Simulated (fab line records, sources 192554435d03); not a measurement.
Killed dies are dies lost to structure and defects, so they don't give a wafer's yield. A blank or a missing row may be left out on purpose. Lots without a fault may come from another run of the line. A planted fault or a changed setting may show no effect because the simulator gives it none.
One fault seen from 2 desks | flow n5_finfet | each desk has only its own numbers; what lay behind them comes last

THE METROLOGY DESK
What the gauges read, lot by lot, whatever tool the lot ran on: means of the sampled wafers that have a number. A lot is out of limits, marked OUT, if its mean lies more than 4 standard deviations from the usual mean; the brackets give that distance.
Columns: A = thk_nm at N5_ILD0_THK_MEAS_08, usual 138.7 nm
lot  | first seen here | A
L703 | day 3 14:03     | 138.2
L704 | day 3 23:02     | 139.6
L706 | day 4 08:24     | 137.3
L708 | day 4 19:31     | 138.1
L709 | day 5 08:11     | 137.0
L715 | day 6 14:29     | 138.5
L716 | day 6 20:11     | 139.3
L717 | day 7 00:11     | 137.5
L719 | day 7 13:18     | 136.8
L720 | day 7 20:37     | 139.5
L721 | day 8 06:18     | 138.4
L722 | day 8 07:37     | 139.7
L725 | day 9 00:51     | 138.8
L726 | day 9 09:32     | 138.2
This desk's finding: nothing out of limits on any of the 14 lots.

THE TOOL OWNER'S DESK: arfi_scanner-03
The tool's own readings at N5_HKMG_FIN_EXPOSE_46 (exposes mask NDIPOLE): means of the sampled wafers that have a number, for each lot that ran on this tool. A lot is out of limits, marked OUT, if its mean lies more than 4 standard deviations from the usual mean; the brackets give that distance.
Columns: A = exposure_dose_mJ_cm2 at N5_HKMG_FIN_EXPOSE_46, usual 39.98; B = focus_offset_nm at N5_HKMG_FIN_EXPOSE_46, usual 0.0 nm
lot  | first seen here | A     | B
L704 | day 4 09:20     | 39.97 | -0.1
L706 | day 4 18:13     | 39.97 | -0.3
L715 | day 6 23:41     | 39.94 | -0.7
L719 | day 7 22:35     | 40.03 | 0.1
L721 | day 8 15:48     | 40.01 | -0.2
L722 | day 8 17:19     | 39.96 | -0.5
L725 | day 9 10:34     | 39.91 | -0.1
This desk's finding: nothing out of limits on any of the 7 lots.

PUT TOGETHER
The metrology desk saw nothing out of limits.
The tool owner's desk saw nothing out of limits.

WHAT THE SIMULATOR HAD PUT IN
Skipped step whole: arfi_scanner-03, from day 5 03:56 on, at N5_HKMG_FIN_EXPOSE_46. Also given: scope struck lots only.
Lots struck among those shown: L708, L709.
